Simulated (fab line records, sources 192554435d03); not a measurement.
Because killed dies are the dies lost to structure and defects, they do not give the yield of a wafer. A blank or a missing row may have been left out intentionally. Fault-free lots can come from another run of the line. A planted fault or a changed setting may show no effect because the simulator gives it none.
Matching of chambers | flow n5_finfet | N5_FIN_CUT_CUT_ETCH_15 on rie_si-05: 4 sister chambers
The step etches Si in HBr/Cl2/O2, target depth 100 nm, bt time 10 s, time 42.4 s. 20 wafers are shown with their chamber, then 10 later ones without.

EACH WAFER AND ITS CHAMBER
wafer  | chamber | throttle_valve_pct (%) | drypump_motor_current_A (A) | oes_product_au (a.u.)
L074.2 | 1       | 37.18                  | 5.9                         | 1.030
L074.3 | 0       | 37.11                  | 5.6                         | 1.013
L074.5 | 2       | 37.12                  | 6.3                         | 1.016
L076.1 | 0       | 37.10                  | 5.6                         | 1.018
L076.3 | 2       | 37.11                  | 6.2                         | 1.017
L076.5 | 2       | 37.12                  | 6.3                         | 1.011
L078.3 | 2       | 37.12                  | 6.3                         | 1.017
L078.5 | 2       | 37.13                  | 6.3                         | 1.015
L078.6 | 1       | 37.18                  | 5.9                         | 1.028
L082.1 | 2       | 37.11                  | 6.3                         | 1.018
L082.2 | 1       | 37.18                  | 5.9                         | 1.026
L082.5 | 3       | 37.71                  | 5.3                         | 1.001
L083.2 | 1       | 37.18                  | 5.9                         | 1.024
L083.5 | 1       | 37.18                  | 5.9                         | 1.027
L083.6 | 2       | 37.10                  | 6.2                         | 1.018
L086.1 | 1       | 37.18                  | 5.9                         | 1.023
L086.5 | 2       | 37.12                  | 6.2                         | 1.019
L086.6 | 3       | 37.73                  | 5.3                         | 0.993
L087.2 | 0       | 37.08                  | 5.6                         | 1.018
L087.3 | 1       | 37.18                  | 5.9                         | 1.025

SIGNATURES (means of the wafers above)
reading                 | chamber 0 | chamber 1 | chamber 2 | chamber 3 | scatter within a chamber
throttle_valve_pct      | 37.0967   | 37.1800   | 37.1163   | 37.7200   | 0.00885
drypump_motor_current_A | 5.600     | 5.900     | 6.263     | 5.300     | 0.0342
oes_product_au          | 1.01633   | 1.02614   | 1.01638   | 0.99700   | 0.00282
Rule: for each reading, subtract the chamber's mean from the wafer's reading, divide by that reading's scatter and square the result; add these up over the readings and take the root, which gives the wafer's distance from the chamber. If the next closest chamber is less than 2 further off than the closest, the wafer can't be placed; otherwise it belongs to the closest. The scatter: take each reading less its chamber's mean, square it, sum over the shown wafers, divide by the number of wafers less the number of chambers, and take the root.

WAFERS WITH NO CHAMBER GIVEN
wafer  | throttle_valve_pct (%) | drypump_motor_current_A (A) | oes_product_au (a.u.)
L087.5 | 37.15                  | 5.9                         | 1.030
L090.1 | 37.19                  | 6.0                         | 1.027
L090.3 | 37.10                  | 5.6                         | 1.006
L090.4 | 37.10                  | 6.3                         | 1.015
L094.2 | 37.10                  | 5.6                         | 1.014
L094.4 | 37.72                  | 5.3                         | 0.992
L094.5 | 37.10                  | 5.6                         | 1.015
L095.2 | 37.13                  | 6.3                         | 1.017
L095.3 | 37.74                  | 5.3                         | 0.994
L095.4 | 37.73                  | 5.3                         | 0.990

EACH ONE'S CHAMBER
wafer  | from the rows above | in truth
L087.5 | 1                   | 1
L090.1 | 1                   | 1
L090.3 | 0                   | 0
L090.4 | 2                   | 2
L094.2 | 0                   | 0
L094.4 | 3                   | 3
L094.5 | 0                   | 0
L095.2 | 2                   | 2
L095.3 | 3                   | 3
L095.4 | 3                   | 3
Placed correctly: 10 of 10. From these rows, 0 cannot be placed. Wrongly placed: 0.
